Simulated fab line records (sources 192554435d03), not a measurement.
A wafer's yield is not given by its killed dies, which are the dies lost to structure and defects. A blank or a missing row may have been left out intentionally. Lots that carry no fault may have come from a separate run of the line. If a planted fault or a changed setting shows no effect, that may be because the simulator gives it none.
Chamber matching | flow n5Finfet | aldMetal-04 running N5_MOL_CONTACT_COAG_ALD_20: 4 sister chambers
The step deposits TiN, target thk 1.5 nm, pulse time 1 s, purge time 3 s. 16 wafers are shown with their chamber, then 8 later ones without.

## WAFERS WITH THEIR CHAMBER
wafer  | chamber | heaterPowerW (W) | precursorPulseHeightRel
L426.1 | 3       | 883              | 1.010
L426.4 | 0       | 971              | 1.015
L426.5 | 1       | 947              | 0.994
L430.4 | 3       | 897              | 1.041
L430.6 | 2       | 913              | 0.975
L431.1 | 2       | 927              | 1.017
L431.2 | 1       | 936              | 0.952
L432.1 | 2       | 917              | 1.007
L432.6 | 2       | 920              | 0.958
L443.1 | 3       | 901              | 0.982
L443.3 | 0       | 945              | 0.992
L443.5 | 3       | 893              | 1.006
L444.3 | 0       | 961              | 0.986
L444.5 | 0       | 942              | 1.000
L444.6 | 1       | 944              | 1.022
L445.1 | 2       | 905              | 1.007

SIGNATURES, as means of the wafers listed above
reading                 | chamber 0 | chamber 1 | chamber 2 | chamber 3 | scatter within a chamber
heaterPowerW            | 954.75    | 942.33    | 916.40    | 893.50    | 9.45
precursorPulseHeightRel | 0.99825   | 0.98933   | 0.99280   | 1.00975   | 0.0246
Rule: a wafer lies at a distance from a chamber equal to the root of the sum of squares, over the readings, of (its reading less the chamber's mean, divided by the reading's scatter). The wafer belongs to the nearest chamber; if the next one is less than 2 further off, it can't be placed. How the scatter is found: for the shown wafers, subtract from each reading the mean of its chamber, square and add these, divide the total by (wafers less chambers), then take the root.

## WAFERS WITHOUT THEIR CHAMBER
wafer  | heaterPowerW (W) | precursorPulseHeightRel
L445.2 | 904              | 1.016
L445.4 | 945              | 1.008
L446.2 | 884              | 1.012
L446.5 | 922              | 1.012
L446.6 | 936              | 1.005
L447.1 | 944              | 1.016
L447.2 | 929              | 1.018
L447.3 | 924              | 1.008

## WHICH CHAMBER EACH WENT THROUGH
wafer  | from the rows above          | in truth
L445.2 | can't be placed: 3 or 2      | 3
L445.4 | can't be placed: 1 or 0      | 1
L446.2 | 3                            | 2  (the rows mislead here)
L446.5 | can't be placed: 2 or 1      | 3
L446.6 | can't be placed: 1 or 0 or 2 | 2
L447.1 | can't be placed: 1 or 0 or 2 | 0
L447.2 | can't be placed: 2 or 1 or 0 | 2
L447.3 | can't be placed: 2 or 1      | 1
Correct placement for 0 of the 8. Not placeable from these rows: 7 (in 6, the candidates include the true chamber). Placed wrongly: 1.
